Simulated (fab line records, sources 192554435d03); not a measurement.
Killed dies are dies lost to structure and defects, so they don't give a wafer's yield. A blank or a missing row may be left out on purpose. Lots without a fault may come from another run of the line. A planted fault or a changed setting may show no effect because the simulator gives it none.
Which tool did it? | flow n5_finfet | 10 lots, 30 wafers sampled, at 5 steps of a route of 1938

WHAT THE GAUGES READ, wafer by wafer
N5_BEOL_M4_RC_MEAS_101. Usual: DIBL_N 36.3 mV/V, standard deviation 1; DIBL_P 36.2 mV/V, standard deviation 1.4; IOFF_N 0.157 nA/um, standard deviation 0.021; IOFF_P 0.206 nA/um, standard deviation 0.025; ION_N 673 uA/um, standard deviation 9; ION_P 461 uA/um, standard deviation 6.4; SS_N 71.5 mV/dec, standard deviation 0.5; SS_P 73.2 mV/dec, standard deviation 0.47; VT_N 249.9 mV, standard deviation 2.4; VT_P -250.6 mV, standard deviation 2.9.
lot  | measured     | on        | DIBL_N (mV/V)  | DIBL_P (mV/V)  | IOFF_N (nA/um)    | IOFF_P (nA/um)    | ION_N (uA/um) | ION_P (uA/um) | SS_N (mV/dec)  | SS_P (mV/dec)  | VT_N (mV)         | VT_P (mV)            | flag
L994 | day 8 10:10  | prober-02 | 36.3 35.5 37.9 | 36.9 36.1 38.2 | 0.150 0.134 0.171 | 0.209 0.194 0.225 | 659 657 669   | 457 452 461   | 71.7 71.6 72.7 | 72.9 73.6 74.3 | 252.3 255.2 250.0 | -251.1 -251.2 -252.0 |
L997 | day 9 07:38  | prober-02 | 36.7 35.1 35.3 | 37.4 36.1 36.2 | 0.170 0.145 0.144 | 0.224 0.196 0.196 | 669 665 661   | 464 456 458   | 72.4 71.5 70.9 | 73.5 73.2 73.4 | 247.3 251.9 251.8 | -249.1 -252.0 -252.4 |
L998 | day 9 09:32  | prober-01 | 37.5 39.5 38.3 | 35.9 38.7 37.6 | 0.151 0.202 0.181 | 0.199 0.242 0.226 | 668 686 686   | 464 467 469   | 71.5 72.3 71.5 | 73.9 73.3 73.5 | 250.2 246.9 250.7 | -249.6 -247.3 -250.6 |
L106 | day 11 11:57 | prober-01 | 36.6 36.8 36.1 | 36.7 36.7 34.8 | 0.187 0.202 0.169 | 0.259 0.271 0.233 | 685 687 682   | 470 475 471   | 71.7 71.7 71.1 | 73.0 72.9 72.7 | 247.2 243.5 247.3 | -244.2 -244.8 -248.5 |
L108 | day 11 15:38 | prober-01 | 36.5 38.0 36.4 | 35.7 37.5 35.4 | 0.142 0.169 0.138 | 0.199 0.228 0.196 | 665 666 658   | 454 463 456   | 71.3 71.4 71.1 | 73.1 73.5 73.1 | 250.0 249.7 250.6 | -250.1 -248.1 -253.0 |
L107 | day 11 23:32 | prober-02 | 35.6 37.0 36.3 | 35.0 35.2 35.1 | 0.139 0.150 0.145 | 0.220 0.224 0.217 | 666 671 661   | 466 462 462   | 71.5 71.8 71.1 | 72.8 73.1 72.9 | 251.5 250.7 251.4 | -247.1 -247.0 -247.4 |
L109 | day 12 04:47 | prober-02 | 35.6 36.8 36.5 | 35.9 37.1 37.8 | 0.151 0.173 0.172 | 0.179 0.206 0.214 | 665 666 678   | 455 455 463   | 70.6 71.6 71.6 | 73.3 72.8 73.4 | 248.0 250.0 248.5 | -254.9 -251.5 -252.5 |
L110 | day 12 07:06 | prober-01 | 37.3 37.6 36.7 | 38.0 38.4 36.6 | 0.173 0.181 0.157 | 0.249 0.255 0.226 | 690 685 674   | 471 480 466   | 72.1 72.4 72.5 | 73.8 73.7 72.7 | 249.4 245.4 247.9 | -244.6 -244.6 -248.5 |
L111 | day 12 17:07 | prober-02 | 37.5 35.4 35.9 | 35.7 34.3 34.6 | 0.148 0.120 0.132 | 0.179 0.157 0.162 | 665 667 660   | 448 455 455   | 71.8 70.2 72.1 | 73.4 72.9 72.3 | 251.7 252.6 252.5 | -255.2 -255.0 -255.7 |
L115 | day 13 18:34 | prober-02 | 36.6 37.6 36.7 | 39.0 40.5 38.5 | 0.183 0.208 0.187 | 0.210 0.230 0.207 | 688 697 686   | 469 462 462   | 71.7 71.7 72.0 | 73.4 73.7 73.4 | 246.7 247.3 246.2 | -247.7 -248.8 -249.5 |

WHICH TOOL RAN EACH LOT (tool, then ch and the chambers of the sampled wafers, then the start)
lot  | N5_BEOL_M3_SPUTTER_79        | N5_BEOL_M3_SPUTTER_90        | N5_BEOL_M3_SPUTTER_96        | N5_BEOL_M3_ANNEAL_51
L994 | pvd_sputter-02, day 7 19:52  | pvd_sputter-02, day 7 20:44  | pvd_sputter-02, day 7 21:24  | rtp_anneal-01 ch 0, day 7 21:38
L997 | pvd_sputter-01, day 8 17:59  | pvd_sputter-01, day 8 18:52  | pvd_sputter-01, day 8 19:32  | rtp_anneal-01 ch 0, day 8 19:44
L998 | pvd_sputter-01, day 8 21:14  | pvd_sputter-01, day 8 22:07  | pvd_sputter-01, day 8 22:47  | rtp_anneal-01 ch 0, day 8 22:59
L106 | pvd_sputter-02, day 11 00:22 | pvd_sputter-02, day 11 01:15 | pvd_sputter-02, day 11 01:55 | rtp_anneal-02 ch 0, day 11 02:09
L108 | pvd_sputter-01, day 11 04:03 | pvd_sputter-01, day 11 04:56 | pvd_sputter-01, day 11 05:35 | rtp_anneal-01 ch 0, day 11 05:47
L107 | pvd_sputter-01, day 11 10:45 | pvd_sputter-01, day 11 11:38 | pvd_sputter-01, day 11 12:17 | rtp_anneal-02 ch 0, day 11 12:32
L109 | pvd_sputter-02, day 11 12:52 | pvd_sputter-02, day 11 13:45 | pvd_sputter-02, day 11 14:25 | rtp_anneal-01 ch 0, day 11 14:44
L110 | pvd_sputter-02, day 11 16:10 | pvd_sputter-02, day 11 17:03 | pvd_sputter-02, day 11 17:43 | rtp_anneal-01 ch 0, day 11 17:54
L111 | pvd_sputter-02, day 12 02:37 | pvd_sputter-02, day 12 03:30 | pvd_sputter-02, day 12 04:10 | rtp_anneal-01 ch 0, day 12 04:22
L115 | pvd_sputter-03, day 13 03:29 | pvd_sputter-03, day 13 04:22 | pvd_sputter-03, day 13 05:02 | rtp_anneal-01 ch 0, day 13 05:14
- N5_BEOL_M3_SPUTTER_79: material Cu, target thk 4.5 nm, time 8.29 s.
- N5_BEOL_M3_SPUTTER_90: material Cu, target thk 4.5 nm, time 8.29 s.
- N5_BEOL_M3_SPUTTER_96: material Cu, target thk 4.5 nm, time 8.29 s.
- N5_BEOL_M3_ANNEAL_51: time 90 s.

WHAT THE TOOLS THEMSELVES READ (means of the sampled wafers that have a number; where no wafer has one, the mark that the record gives instead)
N5_BEOL_M3_SPUTTER_79. Usual: chamber_pressure_pa 0.07002 Pa, standard deviation 0.00014; chuck_gas_flow_sccm 1.26 sccm, standard deviation 0.055; substrate_temp_c -20.00 C, standard deviation 0.11; throttle_valve_pct 29.6 %, standard deviation 1.2.
lot  | tool           | chamber_pressure_pa (Pa) | chuck_gas_flow_sccm (sccm) | substrate_temp_c (C) | throttle_valve_pct (%) | flag
L994 | pvd_sputter-02 | 0.07011                  | 1.25                       | -20.09               | 29.5                   |
L997 | pvd_sputter-01 | 0.06995                  | 1.24                       | -20.06               | 30.1                   |
L998 | pvd_sputter-01 | 0.06987                  | 1.21                       | -19.93               | 29.5                   |
L106 | pvd_sputter-02 | 0.07005                  | 1.31                       | -20.00               | 29.0                   |
L108 | pvd_sputter-01 | 0.07009                  | 1.23                       | -20.04               | 29.6                   |
L107 | pvd_sputter-01 | 0.07016                  | 1.27                       | -19.90               | 30.0                   |
L109 | pvd_sputter-02 | 0.07000                  | 1.30                       | -19.93               | 28.9                   |
L110 | pvd_sputter-02 | 0.07005                  | 1.27                       | -19.90               | 29.6                   |
L111 | pvd_sputter-02 | 0.07002                  | 1.25                       | -20.05               | 29.6                   |
L115 | pvd_sputter-03 | 0.07000                  | 1.24                       | -20.00               | 30.0                   |

N5_BEOL_M3_SPUTTER_90. Usual: chamber_pressure_pa 0.07002 Pa, standard deviation 0.00014; chuck_gas_flow_sccm 1.26 sccm, standard deviation 0.048; substrate_temp_c -19.98 C, standard deviation 0.1; throttle_valve_pct 29.6 %, standard deviation 1.2.
lot  | tool           | chamber_pressure_pa (Pa) | chuck_gas_flow_sccm (sccm) | substrate_temp_c (C) | throttle_valve_pct (%) | flag
L994 | pvd_sputter-02 | 0.07001                  | 1.28                       | -20.06               | 29.5                   |
L997 | pvd_sputter-01 | 0.07001                  | 1.33                       | -19.98               | 30.2                   |
L998 | pvd_sputter-01 | 0.07013                  | 1.22                       | -20.10               | 29.4                   |
L106 | pvd_sputter-02 | 0.06992                  | 1.28                       | -19.90               | 28.9                   |
L108 | pvd_sputter-01 | 0.07012                  | 1.25                       | -19.94               | 29.6                   |
L107 | pvd_sputter-01 | 0.06985                  | 1.24                       | -20.01               | 29.9                   |
L109 | pvd_sputter-02 | 0.07002                  | 1.24                       | -19.96               | 29.2                   |
L110 | pvd_sputter-02 | 0.07002                  | 1.28                       | -19.97               | 29.6                   |
L111 | pvd_sputter-02 | 0.07001                  | 1.29                       | -19.91               | 29.7                   |
L115 | pvd_sputter-03 | 0.07011                  | 1.27                       | -19.92               | 30.0                   |

N5_BEOL_M3_SPUTTER_96. Usual: chamber_pressure_pa 0.06999 Pa, standard deviation 0.00015; chuck_gas_flow_sccm 1.26 sccm, standard deviation 0.05; substrate_temp_c -20.00 C, standard deviation 0.11; throttle_valve_pct 29.6 %, standard deviation 1.2.
lot  | tool           | chamber_pressure_pa (Pa) | chuck_gas_flow_sccm (sccm) | substrate_temp_c (C) | throttle_valve_pct (%) | flag
L994 | pvd_sputter-02 | 0.06995                  | 1.27                       | -20.09               | 29.6                   |
L997 | pvd_sputter-01 | 0.07008                  | 1.25                       | -19.95               | 30.3                   |
L998 | pvd_sputter-01 | 0.06999                  | 1.23                       | -20.05               | 29.6                   |
L106 | pvd_sputter-02 | 0.07001                  | 1.24                       | -20.12               | 29.0                   |
L108 | pvd_sputter-01 | -                        | -                          | -                    | -                      | OFF
L107 | pvd_sputter-01 | -                        | -                          | -                    | -                      | OFF
L109 | pvd_sputter-02 | 0.06984                  | 1.29                       | -19.94               | 28.8                   |
L110 | pvd_sputter-02 | 0.07013                  | 1.25                       | -19.95               | 29.8                   |
L111 | pvd_sputter-02 | 0.06992                  | 1.30                       | -20.00               | 29.7                   |
L115 | pvd_sputter-03 | 0.07020                  | 1.28                       | -20.02               | 30.0                   |

N5_BEOL_M3_ANNEAL_51. Usual: wafer_temp_C_max 225.86, standard deviation 0.22.
lot  | tool          | wafer_temp_C_max | flag
L994 | rtp_anneal-01 | 225.57           |
L997 | rtp_anneal-01 | 225.94           |
L998 | rtp_anneal-01 | 225.62           |
L106 | rtp_anneal-02 | 225.84           |
L108 | rtp_anneal-01 | 225.73           |
L107 | rtp_anneal-02 | 226.09           |
L109 | rtp_anneal-01 | 226.03           |
L110 | rtp_anneal-01 | 225.79           |
L111 | rtp_anneal-01 | 225.96           |
L115 | rtp_anneal-01 | 225.65           |

THE ANSWER, worked out from the rows above alone
Rule: a lot is off if the mean of its wafers that have a number lies more than 3 standard deviations from the usual mean. A lot without any number at a reading at which 4 lots or more have one is off too. The other lots that the step has rows for count as sound. The gauges are gone through in route order, then the tools' own readings, and for those a lot's mean is taken as printed above. The first step at which some lot is off is used, and at that step the reading that is off furthest; a lot without a number counts as furthest.
Off: L108, L107, at N5_BEOL_M3_SPUTTER_96 (chamber_pressure_pa). Without a number there: L108, L107.
A tool fits if, at that step or a process step before it, it ran every lot that is off, and no sound lot after the first of them. One fits: pvd_sputter-01 at N5_BEOL_M3_SPUTTER_79 and N5_BEOL_M3_SPUTTER_90 and N5_BEOL_M3_SPUTTER_96. At N5_BEOL_M3_SPUTTER_79 its last sound lot is L998 (day 8 21:14), its first lot that is off L108 (day 11 04:03): a fault that began between those two fits.

WHAT THE SIMULATOR HAD PUT IN
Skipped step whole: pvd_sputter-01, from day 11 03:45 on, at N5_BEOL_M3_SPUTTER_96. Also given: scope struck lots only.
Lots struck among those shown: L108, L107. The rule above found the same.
